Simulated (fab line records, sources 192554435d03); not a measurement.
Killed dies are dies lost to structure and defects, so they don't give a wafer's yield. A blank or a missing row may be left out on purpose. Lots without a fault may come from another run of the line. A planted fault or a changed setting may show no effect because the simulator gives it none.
fab line records | flow n5_finfet
record lots=4 wafers=12 last_day=18
route steps=1938 shown MOL_CONTACT_COAG@581 PASSIVATION@1936
lots that met no fault: from a run of the same line without faults
start_h: hours from the record's first day to the start of the lot's first wafer shown | wait_h: hours since the lot's step before | " the same as in the row above | L1.1+2: a row that stands for several wafers | - no value, or no start given | * or withheld: withheld | < > ~ a bound
route shown NAME@n: a module of which the file shows steps, and the number in the route of the first | usual: mean/standard deviation of fault-free wafers | same: alike in all rows | chamber/n: place in a boat | sites: the reading at each site | _std_site: their standard deviation | _edge_site: outer sites' mean less inner sites' | radius_mm: how far each site lies from the wafer's centre | mask NAME#n: copy n | behind: the tool/chamber that last shaped the wafer | hold: why the lot was held/for how many hours/how that ended | device: the transistor (n, p or np) that didn't switch | end of line: the same wafers' tests at the end of the route | a step without rows: its recipe alone | killed: dies lost to structure and defects at the first sort, not the wafer's yield | map: a wafer's dies, x killed, . not, _ none there
set.NAME: the setting as run; set.NAME@STEP: as run at that earlier step | model.NAME: the simulator's own value behind a step, which no gauge read
lots at some steps of the route; a table a step, a row a wafer
services: from which hour (start_h, from the record's first day; less than 0 if before it) a tool's chamber was out of use, for how many hours, and why
## steps
# step N5_MOL_CONTACT_COAG_ETCH_91
# recipe chemistry=N2/H2 target=SOC target_depth_a=600 overetch_a=210 mask_material=SiARC temp_c=40 time_s=101.2 ion_energy_ev=200 pressure_mtorr=30 source_w=840 bias_w=150 n2_flow_sccm=200 h2_flow_sccm=200
# step N5_MOL_CONTACT_COAG_STRIP_92
# recipe chemistry=N2/H2 temp_c=40 n2_flow_sccm=200 h2_flow_sccm=200 rf_frequency_hz=6e+07
# step N5_MOL_CONTACT_COAG_STRIP_93
# recipe chemistry=N2/H2 temp_c=40 n2_flow_sccm=200 h2_flow_sccm=200 rf_frequency_hz=6e+07
# step N5_MOL_CONTACT_COAG_ETCHBACK_135
# recipe chemistry=CHF3 target=SiO2 target_depth_a=250 time_s=16.7 ion_energy_ev=200 pressure_mtorr=30 source_w=610 bias_w=170 Ar_flow_sccm=200 CHF3_flow_sccm=50
# step N5_MOL_CONTACT_COAG_STRIP_118
# recipe chemistry=CHF3 resist=SiARC rf_frequency_hz=6e+07
# step N5_MOL_CONTACT_COAG_VIA_ETCH_46
# recipe chemistry=C4F6/O2 target_depth_a=460 overetch_a=92 mask_material=SOC target=SiO2 bias_w=455 pressure_mtorr=10 time_s=40 source_w=325 Ar_flow_sccm=300 C4F6_flow_sccm=10 O2_flow_sccm=10 ion_energy_ev=575.3 ends=end_point
# step N5_MOL_CONTACT_COAG_STRIP_96
# recipe chemistry=N2/H2 power_w=500 temp_c=40 pressure_mtorr=50 rf_frequency_hz=6e+07 overash_fraction=0.3 bias_power_w=28 h2_frac=0.5 n2_flow_sccm=300 h2_flow_sccm=300
# step N5_MOL_CONTACT_COAG_ETCH_47
# recipe chemistry=CH3F/O2 target=SiNx target_depth_a=270 mask_material=SiO2 stop_on=W over_etch_frac=0.2 ion_energy_ev=120 endpoint=OES-CN pressure_mtorr=30 source_w=395 bias_w=73 Ar_flow_sccm=150 CH3F_flow_sccm=30 O2_flow_sccm=20 ends=end_point
# step N5_MOL_CONTACT_COAG_STRIP_119
# recipe chemistry=N2/H2 time_s=30 power_w=1000 temp_c=250 pressure_mtorr=withheld n2_flow_sccm=1750 h2_flow_sccm=3250
# step N5_MOL_CONTACT_COAG_PRECLEAN_144
# recipe chemistry=alkaline_clean temp_c=60 time_s=60 do_ppb=50
# step N5_MOL_CONTACT_COAG_SRD_145
# recipe dry=ipa_marangoni time_s=30 temp_c=23 rinse_liquid=diw
# step N5_MOL_CONTACT_COAG_COAT_62
# recipe resist=SOC temp_c=250 time_s=60 spin_rpm=1500 resist_thk_nm=60
# usual chill_plate_temp_C=22.99/0.12 resist_line_temp_C=22.98/0.11 spin_speed_rpm=1499.9/1.1
# columns lot.wafer tool chamber start_h wait_h chill_plate_temp_C resist_line_temp_C spin_speed_rpm model.SOC_of_MOL_CONTACT_COAG_COAT_62.thk_nm
L789.1 litho_track-01 0 122.98 0.0 23.16 22.95 1500.2 60
L789.5 " 0 " " 22.98 22.93 1499.8 60
L789.6 " 0 " " 23.25 22.96 1501.4 60
L798.1 litho_track-01 0 176.05 0.0 22.84 22.99 1231.7 66.2
L798.3 " 0 " " 23.08 23.03 1232.6 66.2
L798.5 " 0 " " 22.91 22.91 1233.2 66.4
L802.1 litho_track-01 0 196.20 0.0 22.88 22.98 1233.5 66.2
L802.4 " 0 " " 22.80 23.01 1232.4 66.4
L802.6 " 0 " " 22.98 22.95 1232.6 66.2
L809.1 litho_track-03 0 236.88 0.0 23.01 23.08 1500.1 59.8
L809.3 " 0 " " 22.92 23.00 1499.7 60
L809.6 " 0 " " 22.94 23.04 1498.7 60
# step N5_MOL_CONTACT_COAG_COAT_63
# recipe resist=SiARC temp_c=220 time_s=60 spin_rpm=1500 resist_thk_nm=10
# step N5_MOL_CONTACT_COAG_COAT_64
# recipe resist=underlayer temp_c=205 time_s=60 spin_rpm=1500 resist_thk_nm=10
# step N5_MOL_CONTACT_COAG_COAT_34
# recipe resist=CAR-EUV spin_rpm=1500 resist_thk_nm=40
# step N5_MOL_CONTACT_COAG_EBR_36
# recipe solvent=PGMEA ebr_width_mm=1.5
# step N5_MOL_CONTACT_COAG_SOFTBAKE_35
# recipe temp_c=110 time_s=60 resist=CAR-EUV
# step N5_MOL_CONTACT_COAG_EXPOSE_37
# recipe mask_id=VD na=0.33 source_shape=annular sigma_inner=0.3 sigma_outer=0.7 polarization=unpolarized defocus_nm=0 dose_mj=62
# step N5_MOL_CONTACT_COAG_PEB_38
# recipe peb_temp_c=100 peb_time_s=60 resist=CAR-EUV
# step N5_MOL_CONTACT_COAG_DEVELOP_39
# recipe develop_time_s=30 developer=TMAH resist=CAR-EUV rinse_liquid=surfactant_rinse dry=air_spin dev_temp_c=23
# step N5_MOL_CONTACT_COAG_DESCUM_45
# recipe chemistry=O2 time_s=7 source_power_w=50 bias_power_w=20 pressure_mtorr=20 rf_frequency_hz=2.712e+07 temp_c=40 resist=CAR-EUV o2_flow_sccm=225
# step N5_MOL_CONTACT_COAG_ETCH_65
# recipe chemistry=N2/H2 target=underlayer target_depth_a=130 mask_material=CAR-EUV time_s=10.4 ion_energy_ev=200 pressure_mtorr=30 source_w=840 bias_w=150 n2_flow_sccm=200 h2_flow_sccm=200 ends=cleared
# step N5_MOL_CONTACT_COAG_ETCH_66
# recipe chemistry=CF4 target=SiARC target_depth_a=130 mask_material=CAR-EUV time_s=21.7 ion_energy_ev=80 pressure_mtorr=40 source_w=545 bias_w=36 Ar_flow_sccm=100 cf4_flow_sccm=100 ends=cleared
# step N5_MOL_CONTACT_COAG_ALD_133
# recipe material=SiO2 target_thk_a=50 temp_c=100 ald_precursor_family=BDEAS ald_co_reactant=O2-plasma pulse_time_s=1 co_reactant_pulse_time_s=1 purge_time_s=2 co_reactant_purge_time_s=2 ald_cycles=35 pressure_torr=2
# step N5_MOL_CONTACT_COAG_ETCHBACK_134
# recipe chemistry=CHF3 target=SiO2 target_depth_a=100 time_s=6.7 ion_energy_ev=200 pressure_mtorr=30 source_w=610 bias_w=170 Ar_flow_sccm=200 CHF3_flow_sccm=50
# step N5_MOL_CONTACT_COAG_ETCH_67
# recipe chemistry=N2/H2 target=SOC target_depth_a=600 overetch_a=210 mask_material=SiARC temp_c=40 time_s=101.2 ion_energy_ev=200 pressure_mtorr=30 source_w=840 bias_w=150 n2_flow_sccm=200 h2_flow_sccm=200
# usual drypump_motor_current_A=5.7/0.4 oes_product_au=0.67/0.084 rf_vpp_V=523/3.2 showerhead_plenum_p_Torr=2.53/0.12 throttle_valve_pct=17.81/0.26
# columns lot.wafer tool chamber start_h wait_h drypump_motor_current_A oes_product_au rf_hours_counter_h rf_vpp_V showerhead_plenum_p_Torr throttle_valve_pct model.etch.depth_nm
L789.1 rie_diel-05 3 124.27 0.0 5.6 0.82 3 522 2.51 17.99 59.97
L789.5 " 2 " " 5.4 0.63 - 517 2.33 17.68 59.91
L789.6 " 3 " " 5.5 0.81 - 523 2.50 17.99 59.99
L798.1 rie_diel-02 2 176.95 0.0 5.6 0.61 240 523 2.52 18.17 66.18
L798.3 " 1 " " 6.0 0.83 10 526 2.62 17.63 66.24
L798.5 " 1 " " 5.9 0.84 - 527 2.62 17.65 66.38
L802.1 rie_diel-05 2 197.17 0.0 5.5 0.65 179 517 2.32 17.73 66.25
L802.4 " 3 " " 5.5 0.80 29 523 2.49 18.06 66.37
L802.6 " 1 " " 6.1 0.67 - 527 2.64 17.87 66.29
L809.1 rie_diel-02 3 238.05 0.0 6.5 0.57 229 522 2.52 17.84 59.83
L809.3 " 1 " " 6.0 0.75 34 525 2.61 17.68 59.98
L809.6 " 2 " " 5.6 0.80 - 523 2.51 17.72 59.99
# step N5_MOL_CONTACT_COAG_STRIP_68
# recipe chemistry=N2/H2 temp_c=40 n2_flow_sccm=200 h2_flow_sccm=200 rf_frequency_hz=6e+07
# step N5_MOL_CONTACT_COAG_STRIP_69
# recipe chemistry=N2/H2 temp_c=40 n2_flow_sccm=200 h2_flow_sccm=200 rf_frequency_hz=6e+07
# step N5_MOL_CONTACT_COAG_ETCHBACK_136
# recipe chemistry=CHF3 target=SiO2 target_depth_a=250 time_s=16.7 ion_energy_ev=200 pressure_mtorr=30 source_w=610 bias_w=170 Ar_flow_sccm=200 CHF3_flow_sccm=50
# step N5_MOL_CONTACT_COAG_STRIP_120
# recipe chemistry=CHF3 resist=SiARC rf_frequency_hz=6e+07
# step N5_MOL_CONTACT_COAG_VIA_ETCH_117
# recipe chemistry=C4F6/O2 target_depth_a=400 overetch_a=80 mask_material=SOC target=SiO2 bias_w=455 pressure_mtorr=10 time_s=26 source_w=325 Ar_flow_sccm=300 C4F6_flow_sccm=10 O2_flow_sccm=10 ion_energy_ev=575.3 ends=end_point
# step N5_MOL_CONTACT_COAG_ETCH_124
# recipe chemistry=CH3F/O2 target=SiNx target_depth_a=65 mask_material=SOC stop_on=SiOC over_etch_frac=0.3 ion_energy_ev=120 pressure_mtorr=30 source_w=395 bias_w=73 Ar_flow_sccm=150 CH3F_flow_sccm=30 O2_flow_sccm=20 ends=end_point
# step N5_MOL_CONTACT_COAG_ETCH_48
# recipe chemistry=C4F6/O2 target_depth_a=150 overetch_a=45 mask_material=SOC target=SiOC bias_w=465 pressure_mtorr=10 time_s=17 source_w=335 Ar_flow_sccm=300 C4F6_flow_sccm=10 O2_flow_sccm=10 ion_energy_ev=576
# usual C4F6_flow_sccm=9.995/0.027 drypump_motor_current_A=5.7/0.4 oes_product_au=0.67/0.092 rf_vpp_V=1564/40 showerhead_plenum_p_Torr=2.82/0.12 throttle_valve_pct=40.6/0.39
# columns lot.wafer tool chamber start_h wait_h C4F6_flow_sccm drypump_motor_current_A oes_product_au rf_hours_counter_h rf_vpp_V showerhead_plenum_p_Torr throttle_valve_pct model.SOC_of_MOL_CONTACT_COAG_COAT_62.thk_nm
L789.1 rie_diel-05 3 124.46 0.0 9.972 5.6 0.86 3 1552 2.82 41.1 45.2
L789.5 " 2 " " 9.987 5.4 0.65 - 1585 2.60 40.1 45.8
L789.6 " 3 " " 9.961 5.5 0.84 - 1553 2.82 41.1 45.2
L798.1 rie_diel-02 2 177.14 0.0 10.027 5.6 0.51 240 1514 2.79 40.8 52
L798.3 " 1 " " 9.963 5.9 0.84 10 1622 2.88 40.2 52.2
L798.5 " 1 " " 10.006 5.9 0.82 - 1625 2.88 40.2 52.4
L802.1 rie_diel-05 2 197.37 0.0 10.004 5.4 0.62 179 1585 2.59 40.1 52.4
L802.4 " 3 " " 10.006 5.5 0.78 29 1552 2.81 41.1 51.8
L802.6 " 1 " " 9.935 6.2 0.65 - 1591 2.94 40.7 52.4
L809.1 rie_diel-02 3 238.24 0.0 9.957 6.5 0.54 229 1543 2.83 41.1 46.2
L809.3 " 1 " " 10.001 5.9 0.69 34 1622 2.87 40.2 45.8
L809.6 " 2 " " 10.004 5.6 0.76 - 1514 2.79 40.3 45.8
# step N5_MOL_CONTACT_COAG_STRIP_72
# recipe chemistry=N2/H2 power_w=450 temp_c=40 pressure_mtorr=20 rf_frequency_hz=6e+07 overash_fraction=3 bias_power_w=7 h2_frac=0.5 n2_flow_sccm=200 h2_flow_sccm=200
# step N5_PASSIVATION_PROBE_49
# usual killed_at_M0_to_M3=34/11 killed_at_M4_up=13/5.2 killed_at_contacts=13/6.3 killed_at_front_end=40/14 killed_at_other=3.2/2.4 killed_dies=104/19 killed_open=69/14 killed_short=32/7.5
# same gross_dies=1180 killed_at_back_side=0
# columns lot.wafer tool chamber start_h wait_h killed_at_M0_to_M3 killed_at_M4_up killed_at_contacts killed_at_front_end killed_at_other killed_dies killed_open killed_short
L789.1 prober-01 - 287.42 0.0 39 19 10 32 0 100 65 35
L789.5 prober-01 - 287.62 0.2 28 15 25 37 3 108 75 33
L789.6 prober-01 - 287.67 0.3 34 7 25 43 0 109 79 27
L798.1 prober-02 - 335.66 0.0 31 11 8 28 6 84 52 32
L798.3 prober-02 - 335.76 0.1 41 10 2 36 3 92 60 31
L798.5 prober-02 - 335.86 0.2 41 17 6 40 3 107 79 26
L802.1 prober-01 - 384.97 0.0 53 20 7 56 2 138 94 43
L802.4 prober-01 - 385.12 0.2 51 11 14 44 4 124 77 46
L802.6 prober-01 - 385.22 0.3 61 4 18 50 7 140 91 46
L809.1 prober-01 - 421.55 0.0 43 17 4 45 2 111 65 43
L809.3 prober-01 - 421.65 0.1 37 11 14 27 2 91 54 37
L809.6 prober-01 - 421.80 0.3 36 18 7 48 2 111 73 34
# killed by level:class
L789.1 BEOL_M4:geometric_particle:open=10 BEOL_M0_SAQP:geometric_particle:short=10 MOL_CONTACT_COAG:geometric_particle:open=8 FIN_SAQP:geometric_particle:short=6 BEOL_M1:geometric_particle:open=6 BEOL_M3:geometric_particle:open=6 DUMMY_GATE:geometric_particle:open=5 BEOL_M2:geometric_particle:open=5
L789.5 MOL_CONTACT_COAG:geometric_particle:open=21 BEOL_M2:geometric_particle:open=11 STI_FIN_REVEAL:geometric_particle:open=9 GATE_CUT:geometric_particle:short=8 BEOL_M0_SAQP:geometric_particle:short=6 FIN_SAQP:geometric_particle:short=5 BEOL_M4:geometric_particle:open=5 FIN_SAQP:geometric_particle:open=4
L789.6 MOL_CONTACT_COAG:geometric_particle:open=20 FIN_SAQP:geometric_particle:open=14 STI_FIN_REVEAL:geometric_particle:open=9 BEOL_M0_SAQP:geometric_particle:open=9 FIN_SAQP:geometric_particle:short=6 BEOL_M1:geometric_particle:open=6 MOL_CONTACT_COAG:geometric_particle:short=5 BEOL_M0_SAQP:geometric_particle:short=5
L798.1 BEOL_M0_SAQP:geometric_particle:open=11 FIN_SAQP:geometric_particle:open=8 BEOL_M0_SAQP:geometric_particle:short=7 STARTING-WAFER:geometric_particle:open=5 MOL_CONTACT_COAG:geometric_particle:open=4 MOL_CONTACT_COAG:geometric_particle:short=4 BEOL_M3:geometric_particle:open=4 FIN_SAQP:geometric_particle:short=3
L798.3 BEOL_M2:geometric_particle:open=11 STI_FIN_REVEAL:geometric_particle:open=7 BEOL_M0_SAQP:geometric_particle:short=7 DUMMY_GATE:geometric_particle:open=6 BEOL_M3:geometric_particle:open=6 FIN_SAQP:geometric_particle:open=4 BEOL_M0_SAQP:geometric_particle:open=4 STARTING-WAFER:geometric_particle:open=4
L798.5 FIN_SAQP:geometric_particle:open=14 BEOL_M3:geometric_particle:open=13 BEOL_M2:geometric_particle:open=12 FIN_SAQP:geometric_particle:short=9 STI_FIN_REVEAL:geometric_particle:open=8 BEOL_M0_SAQP:geometric_particle:open=8 BEOL_M0_SAQP:geometric_particle:short=6 BEOL_M4:geometric_particle:open=6
L802.1 FIN_SAQP:geometric_particle:open=20 BEOL_M0_SAQP:geometric_particle:open=16 BEOL_M0_SAQP:geometric_particle:short=12 FIN_SAQP:geometric_particle:short=11 BEOL_M4:geometric_particle:open=11 BEOL_M1:geometric_particle:open=10 GATE_CUT:geometric_particle:short=8 BEOL_M3:geometric_particle:open=8
L802.4 BEOL_M3:geometric_particle:open=15 FIN_SAQP:geometric_particle:open=14 BEOL_M0_SAQP:geometric_particle:open=13 MOL_CONTACT_COAG:geometric_particle:open=10 FIN_SAQP:geometric_particle:short=8 BEOL_M2:geometric_particle:short=7 BEOL_M0_SAQP:geometric_particle:short=6 BEOL_M3:geometric_particle:short=5
L802.6 FIN_SAQP:geometric_particle:open=17 BEOL_M3:geometric_particle:open=16 BEOL_M0_SAQP:geometric_particle:open=13 MOL_CONTACT_COAG:geometric_particle:open=12 FIN_SAQP:geometric_particle:short=11 BEOL_M0_SAQP:geometric_particle:short=11 BEOL_M1:geometric_particle:open=7 MOL_CONTACT_COAG:geometric_particle:short=6
L809.1 FIN_SAQP:geometric_particle:short=14 FIN_SAQP:geometric_particle:open=14 BEOL_M2:geometric_particle:open=9 BEOL_M0_SAQP:geometric_particle:short=9 STI_FIN_REVEAL:geometric_particle:open=6 BEOL_M0_SAQP:geometric_particle:open=6 BEOL_M3:geometric_particle:open=6 BEOL_M1:geometric_particle:open=4
L809.3 FIN_SAQP:geometric_particle:short=11 MOL_CONTACT_COAG:geometric_particle:open=10 BEOL_M0_SAQP:geometric_particle:short=8 FIN_SAQP:geometric_particle:open=7 BEOL_M0_SAQP:geometric_particle:open=7 BEOL_M2:geometric_particle:open=7 MOL_CONTACT_COAG:geometric_particle:short=4 BEOL_M2:geometric_particle:short=4
L809.6 FIN_SAQP:geometric_particle:open=23 BEOL_M0_SAQP:geometric_particle:open=14 FIN_SAQP:geometric_particle:short=10 BEOL_M0_SAQP:geometric_particle:short=9 STI_FIN_REVEAL:geometric_particle:open=6 MOL_CONTACT_COAG:geometric_particle:open=4 BEOL_M4:geometric_particle:open=4 BEOL_M1:geometric_particle:open=4
## services
# columns tool chamber start_h hours kind
litho_track-03 - 105.91 - consumable_replace:filter
rie_diel-05 0 132.26 - clean
rie_diel-05 0 132.26 - consumable_replace:focus_ring
rie_diel-05 0 132.26 24.3 scheduled_down
rie_diel-05 0 132.26 24.3 vent_cycle
rie_diel-02 1 136.01 - clean
rie_diel-02 1 136.01 - consumable_replace:focus_ring
rie_diel-02 1 136.01 16.5 scheduled_down
rie_diel-02 1 136.01 16.5 vent_cycle
rie_diel-05 - 138.50 4.3 pm
litho_track-01 - 145.75 - consumable_replace:filter
rie_diel-05 - 164.14 0.3 repair
rie_diel-05 - 171.64 2.2 repair
rie_diel-02 3 173.21 5.4 repair
rie_diel-05 3 201.47 13.7 repair
rie_diel-02 2 205.13 - clean
rie_diel-02 2 205.13 - consumable_replace:focus_ring
rie_diel-02 2 205.13 22.7 scheduled_down
rie_diel-02 2 205.13 22.7 vent_cycle
rie_diel-05 2 219.41 2.6 repair
rie_diel-02 3 230.91 5.1 repair
## key
first_sign step=N5_MOL_CONTACT_COAG_COAT_62 reading=spin_speed_rpm direction=down sigmas=99+ usual=* struck=*
effect none on later readings
model_effect step=N5_MOL_CONTACT_COAG_COAT_62 value=SOC_of_MOL_CONTACT_COAG_COAT_62.thk_nm without=60.1 struck=66.27
model_effect step=N5_MOL_CONTACT_COAG_ETCH_67 value=etch.depth_nm without=60.1 struck=66.29
model_effect step=N5_MOL_CONTACT_COAG_ETCH_48 value=SOC_of_MOL_CONTACT_COAG_COAT_62.thk_nm without=46 struck=52.2
met_at N5_MOL_CONTACT_COAG_COAT_62
struck_wafers L798.1,L798.3,L798.5,L802.1,L802.4,L802.6
tester_left_out L798,L802
onset_between 122.98 176.05
fault kind=process_parameter_drift tool=litho_track-01 chamber=- onset_h=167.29 steps=N5_MOL_CONTACT_COAG_COAT_62 channel=spin_rpm offset=* shape=step end_h=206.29 acts_in=* stated=*
# tester_left_out: of these lots the tester's yield and bins aren't shown, on N5 and GAA mostly nor the transistor test; their killed dies are dies lost to structure and defects alone, not to doping, threshold or leakage, so they don't give the yield
